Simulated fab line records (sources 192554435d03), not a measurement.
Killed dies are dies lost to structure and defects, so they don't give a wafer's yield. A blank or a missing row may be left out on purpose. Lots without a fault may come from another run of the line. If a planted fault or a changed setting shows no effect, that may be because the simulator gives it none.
Lot-split experiment    flow n5 finfet    7 lots, 39 wafers read, on a route of 1938 steps

ON THE SPLIT
At N5_FIN_SAQP_ETCH_65 (etches SiO2 in CF4, target depth 4 nm, time 4.4 s), the setting time s was moved away from the recipe's 4.4 s on 9 of the 39 wafers read, by +15.1% to +58.5%. The other wafers ran this setting at the recipe's value.

The split's own step is where the reading is taken.

THE READING
etch.depth nm (the simulator's own value, which no gauge read), in nm, at N5_FIN_SAQP_ETCH_65 (etches SiO2 in CF4, target depth 4 nm, time 4.4 s). The file gives no usual value for it. The 30 wafers here that ran the recipe average 3.897 nm, standard deviation 0.11 nm.

wafer   tool, chamber at the split  time s as run, s  against the recipe  etch.depth nm, nm  against lot-mates on the recipe
L076.1  rie si-02, 0                5.064             +15.1%              4.618              +0.796
L076.2  rie si-02, 2                5.064             +15.1%              4.309              +0.487
L076.3  rie si-02, 3                4.4               recipe              3.966              -
L076.4  rie si-02, 1                4.4               recipe              3.703              -
L076.5  rie si-02, 2                4.4               recipe              3.797              -
L076.6  rie si-02, 1                5.064             +15.1%              4.279              +0.457
L079.1  rie si-02, 2                4.4               recipe              3.802              -
L079.2  rie si-02, 3                4.4               recipe              3.919              -
L079.3  rie si-02, 1                4.4               recipe              3.741              -
L079.4  rie si-02, 0                4.4               recipe              3.952              -
L079.5  rie si-02, 0                4.4               recipe              3.948              -
L079.6  rie si-02, 1                4.4               recipe              3.777              -
L082.2  rie si-05, 0                4.4               recipe              3.989              -
L082.3  rie si-05, 3                4.4               recipe              4.007              -
L082.5  rie si-05, 0                4.4               recipe              4.006              -
L086.1  rie si-05, 3                4.4               recipe              4.02               -
L086.2  rie si-05, 0                4.4               recipe              3.969              -
L086.3  rie si-05, 1                4.4               recipe              3.974              -
L086.4  rie si-05, 2                4.4               recipe              3.75               -
L086.5  rie si-05, 2                4.4               recipe              3.711              -
L086.6  rie si-05, 1                4.4               recipe              3.937              -
L091.1  rie si-05, 3                4.4               recipe              4.032              -
L091.2  rie si-05, 0                4.4               recipe              4.006              -
L091.3  rie si-05, 2                4.4               recipe              3.771              -
L091.4  rie si-05, 1                4.4               recipe              3.998              -
L091.5  rie si-05, 1                4.4               recipe              4.021              -
L091.6  rie si-05, 2                4.4               recipe              3.82               -
L092.1  rie si-02, 2                4.4               recipe              3.855              -
L092.2  rie si-02, 3                5.589             +27.0%              5.095              +1.248
L092.3  rie si-02, 0                5.589             +27.0%              4.968              +1.121
L092.4  rie si-02, 1                4.4               recipe              3.734              -
L092.5  rie si-02, 1                5.589             +27.0%              4.74               +0.893
L092.6  rie si-02, 0                4.4               recipe              3.951              -
L093.1  rie si-05, 0                4.4               recipe              3.954              -
L093.2  rie si-05, 1                6.972             +58.5%              6.284              +2.364
L093.3  rie si-05, 2                6.972             +58.5%              6.021              +2.101
L093.4  rie si-05, 3                6.972             +58.5%              6.341              +2.421
L093.5  rie si-05, 3                4.4               recipe              4.021              -
L093.6  rie si-05, 2                4.4               recipe              3.785              -

THE FIT
A straight line over all 39 wafers: etch.depth nm changes by +0.0393 nm for each +1% of time s; r = +0.98; the points scatter about the line by 0.13 nm.
The same after taking each lot's own level away (the mean of its wafers on the recipe; 39 wafers): +0.0394 nm for each +1%; r = +0.99; scatter 0.11 nm.
The reading moves by 2.3 nm for the largest change in time s, on that fit.
The lots' own levels span 3.8220 to 4.0007 nm, that is 1.6 times the standard deviation above.
The two slopes are in agreement: the lot-to-lot level therefore moves the slope only a little.
Check: with one of the wafers moved furthest among these (+58.5%) left out of the fit, the line predicts +2.28 nm for it against its lot-mates. Against them it came out at +2.36 nm.

FILE'S OWN FIT
etch.depth nm changes by +0.0394 nm for each +1% of time s, r = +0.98.
